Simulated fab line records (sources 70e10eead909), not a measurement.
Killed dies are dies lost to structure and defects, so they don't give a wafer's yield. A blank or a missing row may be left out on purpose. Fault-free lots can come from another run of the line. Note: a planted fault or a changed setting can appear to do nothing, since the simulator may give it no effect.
fab line records	flow nand_harc
record lots=24	wafers=72	last_day=33
route steps=1302 shown A_SLIT@938 A_WL_FILL@966 A_CONTACT@1020
lots that met no fault: from a run of the same line without faults
start_h: start of the lot's first displayed wafer, in hours after the record's first day	wait_h: hours from the lot's prior step to this one	" as in the row above	L1.1+2: a single row standing in for several wafers	- either no value or no given start	* or withheld: withheld	< > ~ a bound
route shown NAME@n: a module of which the file shows steps, and the number in the route of the first	usual: mean and standard deviation over wafers with no fault	same: alike in all rows	chamber/n: place in a boat	sites: each site's reading	_std_site: their standard deviation	_edge_site: the outer-site mean with the inner-site mean subtracted	radius_mm: how far each site lies from the wafer's centre	mask NAME#n: copy n	behind: the most recent tool/chamber to have shaped the wafer	hold: what put the lot on hold/how long, in hours/how the hold closed	device: whichever transistor did not switch (one of n, p or np)	end of line: tests of these same wafers at the route's end	a step with no rows: only its recipe	killed: dies lost to structure and defects at the first sort, not the wafer's yield	map: the dies of a wafer, with x for killed, . for not killed, _ for no die there
set.NAME: the setting the step ran with; set.NAME@STEP: the setting that earlier step ran with	model.NAME: the simulator's own value behind a step, which no gauge read
a sample of lots followed through the steps of the route, with each step as a table and each wafer as a row
services: from which hour (start_h, from the record's first day; less than 0 if before it) a tool's chamber was out of use, for how many hours, and why
## steps
# step NHARC_A_SLIT_ETCH_15
# recipe target_depth_a=62000	over_etch_frac=0.3	time_s=1612	ion_energy_ev=150	o2_flow_sccm=400	cos_flow_sccm=20	ar_flow_sccm=0	rf_w=500	bias_w=300	chemistry=O2/COS
# usual cos_flow_sccm=20.00/0.056	drypump_motor_current_A=5.8/0.47	oes_product_au=1.001/0.013	rf_vpp_V=313.6/1.8	showerhead_plenum_p_Torr=3.08/0.12	throttle_valve_pct=28.330/0.0088
lot.wafer	tool	chamber	start_h	wait_h	cos_flow_sccm	drypump_motor_current_A	oes_product_au	rf_hours_counter_h	rf_vpp_V	showerhead_plenum_p_Torr	throttle_valve_pct
L076.2	rie_diel-07	2	-	-	20.05	5.1	1.005	9.1	316.4	3.29	28.328
L076.6	"	2	"	"	19.98	5.1	1.013	-	317.7	3.29	28.330
L076.5	"	3	"	"	19.97	6.5	0.995	-	313.0	3.00	28.334
L074.4	rie_diel-01	0	-	-	19.89	5.9	1.019	2.9	316.3	3.18	28.345
L074.1	"	1	"	"	19.98	6.2	1.008	3.4	313.8	3.00	28.336
L074.6	"	3	"	"	19.99	5.3	0.987	-	315.0	3.27	28.332
L075.2	rie_diel-07	2	-	-	20.03	5.1	1.000	10.1	316.8	3.29	28.325
L075.6	"	2	"	"	19.96	5.1	0.995	-	315.5	3.29	28.339
L075.5	"	3	"	"	20.02	6.5	0.985	-	312.2	3.00	28.328
L078.4	rie_diel-07	2	-	-	20.09	5.0	0.997	0.5	316.2	3.29	28.353
L078.3	"	0	"	"	20.03	5.3	1.000	0.5	311.5	2.94	28.319
L078.6	"	1	"	"	19.96	6.3	0.975	-	311.3	2.98	28.324
L077.2	rie_diel-11	0	-	-	20.01	5.9	1.006	1.2	316.2	3.21	28.313
L077.4	"	1	"	"	20.00	6.3	1.004	1.3	313.7	2.99	28.330
L077.6	"	3	"	"	19.94	5.6	0.994	-	314.2	3.06	28.330
L079.2	rie_diel-11	2	-	-	19.95	5.9	1.006	2.2	313.0	3.01	28.325
L079.1	"	0	"	"	19.99	6.0	1.004	1.7	314.4	3.21	28.324
L079.3	"	1	"	"	20.00	6.2	1.005	1.8	313.6	2.99	28.328
L082.2	rie_diel-11	1	-	-	19.96	6.3	0.999	2.9	311.5	2.99	28.327
L082.1	"	2	"	"	19.97	5.9	1.011	3.7	311.5	3.01	28.325
L082.5	"	2	"	"	19.99	5.9	1.000	-	312.2	3.01	28.324
L080.3	rie_diel-01	1	-	-	19.92	6.2	1.021	5.7	312.7	2.99	28.345
L080.1	"	2	"	"	20.04	5.3	1.016	6.7	311.6	3.01	28.322
L080.5	"	3	"	"	20.10	5.3	0.986	-	317.3	3.27	28.336
L081.2	rie_diel-01	3	-	-	20.05	5.2	0.980	7.2	316.3	3.27	28.330
L081.3	"	0	"	"	19.89	5.8	1.027	6.1	315.8	3.18	28.326
L081.5	"	1	"	"	19.94	6.2	1.010	-	312.6	2.99	28.333
L083.4	rie_diel-01	1	-	-	19.90	6.2	1.008	8.4	312.8	2.99	28.334
L083.2	"	2	"	"	20.08	5.3	0.992	9.6	312.8	3.01	28.320
L083.5	"	0	"	"	20.02	5.9	1.030	-	314.4	3.18	28.321
L084.1	rie_diel-11	1	-	-	20.04	6.2	0.998	5.0	313.0	2.99	28.327
L084.3	"	2	"	"	19.98	5.9	1.004	6.2	311.9	3.01	28.346
L084.6	"	1	"	"	19.97	6.2	0.991	-	312.2	2.99	28.342
L086.4	rie_diel-07	2	-	-	19.99	5.1	0.993	3.3	315.5	3.29	28.323
L086.3	"	3	"	"	19.98	6.5	1.014	2.7	313.2	3.00	28.311
L086.1	"	1	"	"	19.94	6.3	0.970	3.3	313.2	2.98	28.315
L085.4	rie_diel-11	2	-	-	20.01	5.9	1.000	7.5	313.0	3.01	28.323
L085.1	"	3	"	"	20.00	5.6	0.994	6.6	312.7	3.05	28.332
L085.2	"	0	"	"	20.11	6.0	1.004	5.8	315.4	3.21	28.320
L087.1	rie_diel-07	1	-	-	20.02	6.3	0.982	4.5	311.8	2.98	28.323
L087.4	"	2	"	"	20.02	5.1	0.984	4.9	314.5	3.29	28.319
L087.6	"	0	"	"	20.00	5.2	0.985	-	312.2	2.94	28.338
L089.1	rie_diel-07	2	-	-	19.99	5.1	0.994	5.7	315.9	3.29	28.329
L089.3	"	0	"	"	19.92	5.2	0.996	5.1	311.3	2.94	28.331
L089.6	"	2	"	"	19.95	5.1	0.993	-	316.4	3.29	28.332
L088.2	rie_diel-11	1	-	-	20.02	6.2	0.999	8.0	312.0	2.99	28.333
L088.1	"	3	"	"	19.98	5.6	0.996	8.4	314.0	3.05	28.313
L088.5	"	1	"	"	19.93	6.3	1.019	-	310.7	2.99	28.332
L090.3	rie_diel-01	2	-	-	19.98	5.3	1.005	3.1	313.4	3.01	28.327
L090.2	"	3	"	"	20.02	5.2	0.989	3.1	316.3	3.27	28.336
L090.6	"	3	"	"	20.02	5.2	0.987	-	317.4	3.27	28.332
L091.3	rie_diel-07	1	-	-	20.00	6.3	0.976	8.4	313.0	2.98	28.336
L091.2	"	2	"	"	20.07	5.1	0.993	8.4	317.6	3.28	28.339
L091.1	"	3	"	"	20.01	6.5	0.999	7.4	312.9	3.00	28.329
L092.4	rie_diel-01	3	-	-	19.95	5.3	0.981	4.1	315.9	3.27	28.326
L092.5	"	1	"	"	20.15	6.2	1.013	-	312.1	2.99	28.330
L092.6	"	2	"	"	20.02	5.3	1.007	-	311.7	3.01	28.329
L093.3	rie_diel-11	2	-	-	19.98	5.9	1.015	0.3	312.3	3.01	28.329
L093.2	"	3	"	"	20.06	5.6	0.994	0.3	313.6	3.05	28.329
L093.6	"	0	"	"	20.01	6.0	1.018	-	315.4	3.21	28.322
L094.3	rie_diel-01	1	-	-	19.96	6.2	1.017	4.7	312.5	2.99	28.333
L094.4	"	2	"	"	20.06	5.3	1.018	5.4	312.9	3.01	28.320
L094.1	"	3	"	"	20.05	5.3	0.974	4.9	316.6	3.26	28.337
L095.3	rie_diel-01	2	-	-	19.91	5.3	1.008	6.1	312.1	3.01	28.346
L095.5	"	1	"	"	19.99	6.2	1.007	-	312.2	2.99	28.344
L095.6	"	2	"	"	20.00	5.3	1.010	-	312.9	3.01	28.334
L096.2	rie_diel-11	0	-	-	20.02	6.0	1.009	1.6	315.3	3.21	28.320
L096.4	"	1	"	"	20.03	6.2	1.011	1.6	311.4	2.99	28.328
L096.3	"	3	"	"	19.99	5.6	0.992	1.1	312.7	3.05	28.324
L097.1	rie_diel-07	3	-	-	20.08	6.5	1.000	0.9	312.1	3.00	28.337
L097.2	"	0	"	"	19.98	5.3	1.008	0.8	311.0	2.94	28.343
L097.5	"	3	"	"	20.13	6.5	1.000	-	310.4	3.00	28.334
# step NHARC_A_WL_FILL_ETCHBACK_16
# recipe target_depth_a=1200	time_s=24	c4f8_flow_sccm=withheld	o2_flow_sccm=8	ar_flow_sccm=withheld	rf_w=600	bias_w=800	chemistry=C4F8/O2/Ar
# usual oes_product_au=0.98/0.03	rf_vpp_V=724/5
lot.wafer	tool	chamber	start_h	wait_h	oes_product_au	rf_hours_counter_h	rf_vpp_V
L076.2	rie_diel-13	1	-	-	1.00	3.5	718
L076.5	"	1	"	"	1.00	-	718
L076.6	"	2	"	"	1.01	-	724
L074.4	rie_diel-10	2	-	-	0.98	3.3	724
L074.1	"	0	"	"	0.99	3.6	729
L074.6	"	2	"	"	0.98	-	724
L075.2	rie_diel-13	1	-	-	0.94	3.6	717
L075.5	"	3	"	"	0.92	-	717
L075.6	"	0	"	"	0.93	-	720
L078.3	rie_diel-10	3	-	-	0.99	4.6	729
L078.4	"	1	"	"	0.98	4.7	722
L078.6	"	0	"	"	0.99	-	729
L077.2	rie_diel-12	3	-	-	0.98	2.3	730
L077.4	"	0	"	"	0.99	2.4	728
L077.6	"	1	"	"	1.00	-	717
L079.3	rie_diel-10	3	-	-	0.99	5.0	730
L079.2	"	0	"	"	1.00	4.8	730
L079.1	"	1	"	"	0.98	5.1	720
L082.1	rie_diel-13	0	-	-	0.98	0.1	720
L082.2	"	3	"	"	1.00	0.0	717
L082.5	"	0	"	"	0.99	-	720
L080.3	rie_diel-12	3	-	-	0.97	2.9	728
L080.1	"	0	"	"	0.97	3.0	727
L080.5	"	1	"	"	0.99	-	719
L081.2	rie_diel-10	3	-	-	0.99	6.6	730
L081.3	"	1	"	"	0.98	6.2	721
L081.5	"	3	"	"	0.99	-	729
L083.4	rie_diel-10	2	-	-	0.91	8.4	722
L083.2	"	3	"	"	0.92	9.1	730
L083.5	"	2	"	"	0.90	-	722
L084.1	rie_diel-13	3	-	-	0.94	1.5	716
L084.3	"	0	"	"	0.93	2.0	721
L084.6	"	3	"	"	0.95	-	716
L086.1	rie_diel-12	2	-	-	1.00	5.1	730
L086.4	"	3	"	"	0.99	4.4	729
L086.3	"	0	"	"	0.99	4.3	730
L085.4	rie_diel-13	3	-	-	0.99	1.8	716
L085.1	"	1	"	"	1.02	2.4	718
L085.2	"	2	"	"	1.00	2.4	721
L087.1	rie_diel-10	0	-	-	0.99	0.8	730
L087.4	"	1	"	"	1.01	0.8	721
L087.6	"	3	"	"	1.01	-	729
L089.3	rie_diel-10	0	-	-	1.00	1.7	730
L089.1	"	1	"	"	1.01	1.6	722
L089.6	"	0	"	"	0.99	-	728
L088.2	rie_diel-10	1	-	-	0.94	1.7	720
L088.1	"	2	"	"	0.91	1.8	723
L088.5	"	0	"	"	0.91	-	728
L090.3	rie_diel-12	3	-	-	0.96	0.9	731
L090.2	"	1	"	"	0.98	0.6	720
L090.6	"	2	"	"	0.98	-	729
L091.3	rie_diel-13	2	-	-	1.00	4.2	723
L091.2	"	0	"	"	0.96	4.4	721
L091.1	"	1	"	"	1.01	4.3	717
L092.4	rie_diel-10	0	-	-	0.98	4.0	729
L092.5	"	2	"	"	0.99	-	724
L092.6	"	3	"	"	0.99	-	729
L093.3	rie_diel-10	0	-	-	0.99	4.4	729
L093.2	"	1	"	"	1.00	4.1	722
L093.6	"	3	"	"	0.98	-	729
L094.4	rie_diel-13	0	-	-	0.90	4.9	719
L094.1	"	1	"	"	0.93	4.9	716
L094.3	"	2	"	"	0.93	4.6	723
L095.3	rie_diel-10	0	-	-	0.99	5.2	728
L095.6	"	0	"	"	0.98	-	729
L095.5	"	1	"	"	1.00	-	720
L096.3	rie_diel-12	1	-	-	0.99	1.1	719
L096.4	"	3	"	"	0.97	1.3	728
L096.2	"	0	"	"	0.98	1.2	728
L097.1	rie_diel-10	3	-	-	0.97	6.2	729
L097.2	"	1	"	"	1.00	5.3	720
L097.5	"	1	"	"	1.01	-	720
# step NHARC_A_CONTACT_CD_MEAS_53
# usual cd_nm=289.5/0.86
lot.wafer	tool	chamber	start_h	wait_h	cd_nm
L076.2	cd_sem-01	-	509.92	-	289.3
L076.5	"	-	"	"	288.8
L076.6	"	-	"	"	288.8
L074.1	cd_sem-02	-	511.88	-	289.7
L074.4	"	-	"	"	289.7
L074.6	"	-	"	"	289.3
L075.2	cd_sem-01	-	519.16	-	289.7
L075.5	"	-	"	"	289.1
L075.6	"	-	"	"	290.2
L077.2	cd_sem-01	-	534.01	-	289.3
L077.4	"	-	"	"	289.2
L077.6	"	-	"	"	288.2
L078.3	cd_sem-03	-	534.72	-	287.8
L078.4	"	-	"	"	287.5
L078.6	"	-	"	"	288.7
L079.1	cd_sem-01	-	538.65	-	288.4
L079.2	"	-	"	"	289.2
L079.3	"	-	"	"	289.9
L082.1	cd_sem-01	-	553.35	-	289.4
L082.2	"	-	"	"	289.9
L082.5	"	-	"	"	288.4
L080.1	cd_sem-03	-	554.56	-	289.2
L080.3	"	-	"	"	289.0
L080.5	"	-	"	"	288.4
L081.2	cd_sem-02	-	556.01	-	288.2
L081.3	"	-	"	"	289.3
L081.5	"	-	"	"	289.8
L083.2	cd_sem-03	-	593.17	-	290.7
L083.4	"	-	"	"	291.2
L083.5	"	-	"	"	290.7
L084.1	cd_sem-03	-	604.89	-	290.8
L084.3	"	-	"	"	291.5
L084.6	"	-	"	"	291.0
L086.1	cd_sem-01	-	616.00	-	288.6
L086.3	"	-	"	"	289.5
L086.4	"	-	"	"	288.6
L085.1	cd_sem-02	-	616.71	-	289.9
L085.2	"	-	"	"	288.7
L085.4	"	-	"	"	290.3
L087.1	cd_sem-03	-	636.87	-	288.7
L087.4	"	-	"	"	289.3
L087.6	"	-	"	"	289.6
L089.1	cd_sem-01	-	646.39	-	289.8
L089.3	"	-	"	"	288.6
L089.6	"	-	"	"	288.9
L088.1	cd_sem-02	-	653.83	-	288.7
L088.2	"	-	"	"	289.6
L088.5	"	-	"	"	290.3
L090.2	cd_sem-02	-	683.08	-	289.6
L090.3	"	-	"	"	288.3
L090.6	"	-	"	"	289.1
L091.1	cd_sem-02	-	689.21	-	290.0
L091.2	"	-	"	"	290.5
L091.3	"	-	"	"	290.6
L092.4	cd_sem-01	-	691.52	-	290.5
L092.5	"	-	"	"	290.6
L092.6	"	-	"	"	289.5
L093.2	cd_sem-01	-	695.54	-	289.3
L093.3	"	-	"	"	289.1
L093.6	"	-	"	"	289.6
L094.1	cd_sem-01	-	697.04	-	289.6
L094.3	"	-	"	"	289.1
L094.4	"	-	"	"	288.7
L095.3	cd_sem-01	-	706.79	-	289.4
L095.5	"	-	"	"	288.5
L095.6	"	-	"	"	289.3
L096.2	cd_sem-03	-	707.63	-	290.6
L096.3	"	-	"	"	291.5
L096.4	"	-	"	"	291.0
L097.1	cd_sem-01	-	721.92	-	289.5
L097.2	"	-	"	"	289.3
L097.5	"	-	"	"	290.0
# step NHARC_A_CONTACT_DEP_58
# recipe target_thk_a=900	target_thk_nm=90	temp_c=400	pressure_torr=3.5	flow_sccm=200	rf_w=350	material=SiON
# usual heater_power_w=762/76
lot.wafer	tool	chamber	start_h	wait_h	heater_power_w
L076.2	pecvd-02	0	514.61	2.3	799
L076.5	"	1	"	"	821
L076.6	"	2	"	"	772
L074.1	pecvd-04	1	516.08	2.7	700
L074.4	"	0	"	"	751
L074.6	"	1	"	"	718
L075.2	pecvd-01	0	523.35	2.2	849
L075.6	"	1	"	"	730
L075.5	"	2	"	"	715
L077.2	pecvd-01	2	538.95	2.2	754
L077.6	"	2	"	"	765
L077.4	"	0	"	"	846
L078.3	pecvd-01	2	539.97	1.8	692
L078.6	"	0	"	"	893
L078.4	"	2	"	"	687
L079.2	pecvd-02	0	542.85	2.2	756
L079.3	"	1	"	"	782
L079.1	"	2	"	"	748
L082.1	pecvd-01	0	558.47	2.8	804
L082.2	"	1	"	"	690
L082.5	"	0	"	"	813
L080.1	pecvd-01	1	561.63	2.7	669
L080.3	"	0	"	"	852
L080.5	"	0	"	"	875
L081.3	pecvd-01	0	566.00	1.7	854
L081.2	"	1	"	"	740
L081.5	"	2	"	"	664
L083.2	pecvd-04	0	597.37	2.2	762
L083.5	"	2	"	"	576
L083.4	"	0	"	"	764
L084.3	pecvd-01	2	610.48	1.7	751
L084.1	"	0	"	"	898
L084.6	"	1	"	"	629
L086.3	pecvd-02	1	621.00	1.6	764
L086.1	"	2	"	"	755
L086.4	"	0	"	"	713
L085.1	pecvd-04	1	623.43	2.7	760
L085.2	"	2	"	"	645
L085.4	"	0	"	"	765
L087.1	pecvd-01	1	642.57	2.8	617
L087.4	"	2	"	"	730
L087.6	"	0	"	"	848
L089.1	pecvd-04	1	650.59	2.7	813
L089.3	"	0	"	"	775
L089.6	"	0	"	"	779
L088.1	pecvd-02	2	658.00	2.7	812
L088.2	"	0	"	"	730
L088.5	"	1	"	"	814
L090.3	pecvd-02	1	688.39	1.6	793
L090.2	"	2	"	"	788
L090.6	"	2	"	"	808
L091.2	pecvd-01	2	695.29	2.2	801
L091.3	"	0	"	"	939
L091.1	"	1	"	"	756
L092.4	pecvd-02	1	696.53	1.2	785
L092.5	"	2	"	"	816
L092.6	"	0	"	"	730
L093.2	pecvd-01	1	701.48	2.2	707
L093.3	"	0	"	"	954
L093.6	"	2	"	"	765
L094.1	pecvd-04	2	704.70	2.7	687
L094.3	"	0	"	"	652
L094.4	"	1	"	"	712
L095.3	pecvd-02	1	714.07	1.7	756
L095.6	"	2	"	"	843
L095.5	"	0	"	"	858
L096.2	pecvd-02	2	714.92	2.2	820
L096.3	"	1	"	"	755
L096.4	"	0	"	"	793
L097.1	pecvd-01	1	726.13	2.7	666
L097.2	"	2	"	"	716
L097.5	"	1	"	"	655
# step NHARC_A_CONTACT_ETCH_76
# recipe target_depth_a=2600	over_etch_frac=0.3	time_s=475.3	ion_energy_ev=200	n2_flow_sccm=150	h2_flow_sccm=150	ar_flow_sccm=0	rf_w=400	bias_w=150	chemistry=N2/H2
# usual drypump_motor_current_A=5.6/0.4	oes_product_au=0.999/0.015	rf_vpp_V=431.1/2.9	showerhead_plenum_p_Torr=2.07/0.1	throttle_valve_pct=14.172/0.0095
lot.wafer	tool	chamber	start_h	wait_h	drypump_motor_current_A	oes_product_au	rf_hours_counter_h	rf_vpp_V	showerhead_plenum_p_Torr	throttle_valve_pct
L076.2	rie_diel-03	1	-	-	5.8	0.991	19	433.6	2.18	14.177
L076.5	"	2	"	"	5.4	1.013	-	429.6	2.06	14.177
L076.6	"	3	"	"	5.6	1.002	-	428.8	2.00	14.159
L074.4	rie_diel-02	3	-	-	5.2	1.010	39	430.4	2.04	14.172
L074.1	"	0	"	"	5.8	1.000	40	426.3	1.89	14.168
L074.6	"	0	"	"	5.8	1.000	-	426.3	1.89	14.185
L075.2	rie_diel-04	2	-	-	5.6	0.992	27	433.6	2.13	14.169
L075.5	"	3	"	"	4.8	1.019	-	429.1	1.95	14.171
L075.6	"	0	"	"	6.1	0.997	-	427.4	1.92	14.172
L077.4	rie_diel-02	3	-	-	5.3	1.007	49	429.9	2.04	14.182
L077.2	"	0	"	"	5.8	0.987	46	426.9	1.88	14.179
L077.6	"	3	"	"	5.3	0.995	-	430.9	2.04	14.176
L078.4	rie_diel-03	2	-	-	5.4	0.999	25	431.1	2.06	14.158
L078.3	"	3	"	"	5.6	1.001	19	428.3	2.00	14.189
L078.6	"	2	"	"	5.3	1.002	-	431.7	2.06	14.167
L079.3	rie_diel-02	1	-	-	5.6	0.996	45	435.2	2.20	14.162
L079.1	"	2	"	"	5.9	1.007	47	432.0	2.10	14.167
L079.2	"	3	"	"	5.3	1.006	51	431.0	2.04	14.177
L082.1	rie_diel-02	3	-	-	5.2	0.999	56	429.8	2.04	14.185
L082.2	"	1	"	"	5.6	1.010	52	435.6	2.20	14.174
L082.5	"	3	"	"	5.2	0.995	-	429.7	2.04	14.178
L080.1	rie_diel-04	0	-	-	6.1	0.998	4	427.5	1.92	14.146
L080.3	"	1	"	"	6.2	0.976	3	432.8	2.13	14.187
L080.5	"	1	"	"	6.1	0.983	-	432.1	2.13	14.169
L081.3	rie_diel-03	1	-	-	5.8	1.004	35	434.3	2.18	14.175
L081.2	"	2	"	"	5.4	1.008	33	431.1	2.05	14.155
L081.5	"	2	"	"	5.4	1.003	-	430.4	2.05	14.178
L083.2	rie_diel-04	0	-	-	6.1	1.009	8	427.3	1.92	14.179
L083.4	"	2	"	"	5.6	1.002	6	431.6	2.13	14.171
L083.5	"	0	"	"	6.1	1.002	-	427.2	1.92	14.156
L084.3	rie_diel-03	1	-	-	5.9	1.008	49	435.5	2.17	14.184
L084.1	"	2	"	"	5.4	0.988	48	430.7	2.05	14.168
L084.6	"	0	"	"	5.2	0.982	-	434.0	2.20	14.156
L086.4	rie_diel-04	0	-	-	6.1	1.006	14	426.5	1.92	14.172
L086.1	"	1	"	"	6.2	0.985	12	431.9	2.13	14.175
L086.3	"	2	"	"	5.6	1.003	11	433.0	2.12	14.172
L085.4	rie_diel-04	3	-	-	4.8	0.987	12	429.3	1.94	14.177
L085.2	"	0	"	"	6.1	1.013	15	426.1	1.92	14.172
L085.1	"	2	"	"	5.6	1.011	12	431.9	2.12	14.173
L087.1	rie_diel-02	0	-	-	5.8	0.976	27	433.6	2.21	14.180
L087.4	"	2	"	"	5.9	1.014	21	432.4	2.09	14.160
L087.6	"	0	"	"	5.8	0.969	-	436.3	2.21	14.165
L089.3	rie_diel-04	3	-	-	4.8	0.992	17	428.4	1.94	14.175
L089.1	"	0	"	"	6.1	0.995	18	427.3	1.92	14.193
L089.6	"	2	"	"	5.6	1.006	-	432.5	2.12	14.167
L088.2	rie_diel-04	2	-	-	5.6	1.004	18	432.2	2.12	14.169
L088.1	"	0	"	"	6.1	1.026	19	427.6	1.92	14.184
L088.5	"	2	"	"	5.7	1.018	-	432.8	2.12	14.179
L090.2	rie_diel-04	2	-	-	5.6	1.010	23	434.7	2.12	14.170
L090.3	"	3	"	"	4.8	0.986	24	428.6	1.94	14.166
L090.6	"	0	"	"	6.1	1.016	-	426.1	1.91	14.163
L091.2	rie_diel-04	1	-	-	6.2	0.990	24	433.3	2.13	14.176
L091.3	"	2	"	"	5.6	1.010	24	433.5	2.12	14.169
L091.1	"	3	"	"	4.8	0.993	26	427.2	1.94	14.171
L092.4	rie_diel-03	1	-	-	5.8	1.010	19	433.6	2.16	14.177
L092.5	"	2	"	"	5.4	0.988	-	431.1	2.04	14.168
L092.6	"	3	"	"	5.6	1.020	-	429.3	1.99	14.160
L093.3	rie_diel-02	0	-	-	5.8	0.957	49	434.4	2.20	14.187
L093.2	"	1	"	"	5.6	0.999	42	434.7	2.18	14.154
L093.6	"	3	"	"	5.3	0.995	-	428.5	2.02	14.169
L094.4	rie_diel-04	3	-	-	4.8	0.984	27	426.8	1.94	14.172
L094.1	"	0	"	"	6.1	1.026	28	426.0	1.91	14.161
L094.3	"	1	"	"	6.2	0.988	26	432.9	2.12	14.193
L095.3	rie_diel-02	0	-	-	5.8	0.974	52	433.3	2.20	14.157
L095.5	"	1	"	"	5.6	1.011	-	434.5	2.18	14.166
L095.6	"	2	"	"	5.9	1.018	-	431.3	2.08	14.167
L096.3	rie_diel-03	3	-	-	5.6	1.003	20	429.1	1.99	14.165
L096.4	"	0	"	"	5.2	0.987	21	434.7	2.19	14.174
L096.2	"	2	"	"	5.4	0.982	23	432.6	2.04	14.177
L097.2	rie_diel-02	1	-	-	5.6	1.003	49	433.2	2.18	14.170
L097.1	"	3	"	"	5.2	0.991	51	430.9	2.02	14.164
L097.5	"	1	"	"	5.6	1.000	-	434.1	2.18	14.163
# step NHARC_A_CONTACT_ETCH_97
# recipe target_depth_a=200	over_etch_frac=0.5	time_s=10	ion_energy_ev=250	c4f6_flow_sccm=25	o2_flow_sccm=20	ar_flow_sccm=500	rf_w=600	bias_w=500	chemistry=C4F6/O2
# usual drypump_motor_current_A=5.7/0.49	oes_product_au=0.959/0.028	rf_vpp_V=547/3.6	showerhead_plenum_p_Torr=3.93/0.17	throttle_valve_pct=26.904/0.0092
lot.wafer	tool	chamber	start_h	wait_h	drypump_motor_current_A	oes_product_au	rf_hours_counter_h	rf_vpp_V	showerhead_plenum_p_Torr	throttle_valve_pct
L076.2	rie_diel-04	1	-	-	6.2	0.921	27	551	4.09	26.885
L076.5	"	0	"	"	6.1	0.935	-	542	3.73	26.890
L076.6	"	1	"	"	6.2	0.926	-	549	4.09	26.912
L074.1	rie_diel-04	0	-	-	6.1	0.944	26	542	3.73	26.900
L074.4	"	1	"	"	6.2	0.948	27	549	4.09	26.918
L074.6	"	0	"	"	6.1	0.933	-	542	3.73	26.892
L075.2	rie_diel-04	3	-	-	4.9	0.959	24	544	3.77	26.914
L075.6	"	2	"	"	5.7	0.943	-	552	4.08	26.904
L075.5	"	3	"	"	4.8	0.961	-	544	3.77	26.904
L077.4	rie_diel-04	1	-	-	6.2	0.966	0	550	4.08	26.904
L077.2	"	2	"	"	5.6	1.014	0	550	4.07	26.904
L077.6	"	3	"	"	4.8	0.990	-	544	3.77	26.901
L078.3	rie_diel-04	2	-	-	5.7	1.003	0	551	4.08	26.908
L078.4	"	1	"	"	6.2	0.981	0	549	4.08	26.912
L078.6	"	2	"	"	5.7	1.018	-	551	4.07	26.906
L079.3	rie_diel-04	3	-	-	4.8	1.001	0	543	3.77	26.904
L079.2	"	0	"	"	6.1	1.001	0	543	3.73	26.901
L079.1	"	1	"	"	6.2	0.974	0	550	4.08	26.914
L082.2	rie_diel-03	1	-	-	5.9	0.934	34	553	4.16	26.885
L082.1	"	2	"	"	5.4	0.933	33	548	3.95	26.907
L082.5	"	2	"	"	5.4	0.947	-	547	3.95	26.895
L080.1	rie_diel-04	0	-	-	6.1	0.968	5	542	3.72	26.911
L080.3	"	3	"	"	4.8	0.932	4	542	3.77	26.915
L080.5	"	0	"	"	6.1	0.964	-	542	3.72	26.897
L081.2	rie_diel-03	1	-	-	5.8	0.950	36	551	4.16	26.895
L081.3	"	2	"	"	5.4	0.955	35	548	3.95	26.905
L081.5	"	3	"	"	5.6	0.948	-	547	3.86	26.901
L083.4	rie_diel-04	1	-	-	6.2	0.920	8	551	4.08	26.910
L083.2	"	2	"	"	5.7	0.961	8	550	4.07	26.893
L083.5	"	1	"	"	6.2	0.919	-	550	4.08	26.906
L084.3	rie_diel-04	0	-	-	6.1	0.955	13	542	3.72	26.911
L084.1	"	1	"	"	6.2	0.928	11	549	4.08	26.895
L084.6	"	0	"	"	6.1	0.954	-	543	3.72	26.892
L086.4	rie_diel-04	3	-	-	4.8	0.936	14	544	3.76	26.916
L086.3	"	0	"	"	6.1	0.963	15	543	3.72	26.902
L086.1	"	1	"	"	6.2	0.928	13	551	4.08	26.922
L085.1	rie_diel-04	2	-	-	5.7	0.955	13	550	4.07	26.905
L085.4	"	3	"	"	4.8	0.953	14	543	3.76	26.904
L085.2	"	0	"	"	6.1	0.948	15	541	3.72	26.922
L087.1	rie_diel-03	3	-	-	5.6	1.023	0	546	3.84	26.910
L087.4	"	0	"	"	5.2	0.994	0	553	4.19	26.909
L087.6	"	1	"	"	5.8	1.029	-	551	4.14	26.893
L089.1	rie_diel-04	1	-	-	6.2	0.925	17	549	4.07	26.914
L089.3	"	3	"	"	4.8	0.960	18	544	3.76	26.900
L089.6	"	1	"	"	6.2	0.924	-	550	4.07	26.908
L088.2	rie_diel-04	2	-	-	5.7	0.967	19	552	4.06	26.908
L088.1	"	3	"	"	4.8	0.934	20	544	3.76	26.897
L088.5	"	0	"	"	6.1	0.959	-	543	3.71	26.914
L090.3	rie_diel-04	0	-	-	6.1	0.962	26	543	3.71	26.908
L090.2	"	1	"	"	6.1	0.925	23	549	4.07	26.912
L090.6	"	3	"	"	4.8	0.942	-	544	3.75	26.920
L091.3	rie_diel-04	1	-	-	6.2	0.912	25	550	4.07	26.906
L091.2	"	3	"	"	4.8	0.937	26	543	3.75	26.893
L091.1	"	0	"	"	6.1	0.950	27	543	3.71	26.895
L092.4	rie_diel-03	0	-	-	5.2	0.932	17	552	4.18	26.917
L092.6	"	2	"	"	5.4	0.929	-	546	3.92	26.914
L092.5	"	3	"	"	5.7	0.969	-	545	3.84	26.906
L093.2	rie_diel-02	3	-	-	5.3	0.975	45	544	3.89	26.890
L093.3	"	1	"	"	5.6	0.955	44	551	4.16	26.923
L093.6	"	3	"	"	5.2	0.964	-	545	3.89	26.910
L094.4	rie_diel-02	2	-	-	5.9	0.957	43	547	4.00	26.906
L094.3	"	3	"	"	5.3	0.941	46	545	3.89	26.902
L094.1	"	1	"	"	5.6	0.962	44	552	4.16	26.910
L095.3	rie_diel-04	0	-	-	6.1	1.008	0	542	3.71	26.905
L095.5	"	0	"	"	6.1	1.012	-	543	3.71	26.908
L095.6	"	1	"	"	6.2	1.002	-	550	4.07	26.901
L096.2	rie_diel-04	3	-	-	4.8	0.990	0	545	3.75	26.904
L096.4	"	0	"	"	6.1	1.014	0	542	3.71	26.926
L096.3	"	1	"	"	6.2	0.998	0	549	4.07	26.914
L097.2	rie_diel-04	1	-	-	6.2	0.954	1	551	4.07	26.908
L097.1	"	3	"	"	4.8	0.925	1	542	3.75	26.909
L097.5	"	0	"	"	6.1	0.937	-	542	3.71	26.898
## services
tool	chamber	start_h	hours	kind
rie_diel-04	3	447.23	6.9	repair
rie_diel-07	2	448.62	4.6	repair
rie_diel-04	0	451.28	1.4	repair
rie_diel-10	3	474.68	4.6	repair
rie_diel-03	0	481.98	13.0	repair
pecvd-01	-	492.21	13.0	pm
rie_diel-10	0	493.24	15.1	repair
rie_diel-03	3	517.78	17.8	repair
rie_diel-04	-	531.90	9.0	pm
rie_diel-04	3	562.59	3.2	repair
rie_diel-02	-	570.78	9.0	pm
rie_diel-10	-	596.63	9.0	pm
pecvd-01	1	597.04	12.9	repair
pecvd-01	-	619.95	1.2	repair
rie_diel-10	3	633.01	2.6	repair
rie_diel-03	-	634.91	1.3	repair
rie_diel-03	-	636.26	9.0	pm
pecvd-01	0	645.03	6.8	repair
rie_diel-02	1	663.83	8.8	repair
pecvd-01	-	673.21	13.0	pm
rie_diel-10	2	700.52	35.5	repair
rie_diel-02	1	722.51	4.1	repair
rie_diel-03	3	722.71	9.7	repair
rie_diel-10	3	728.42	2.3	repair
## key
fault none
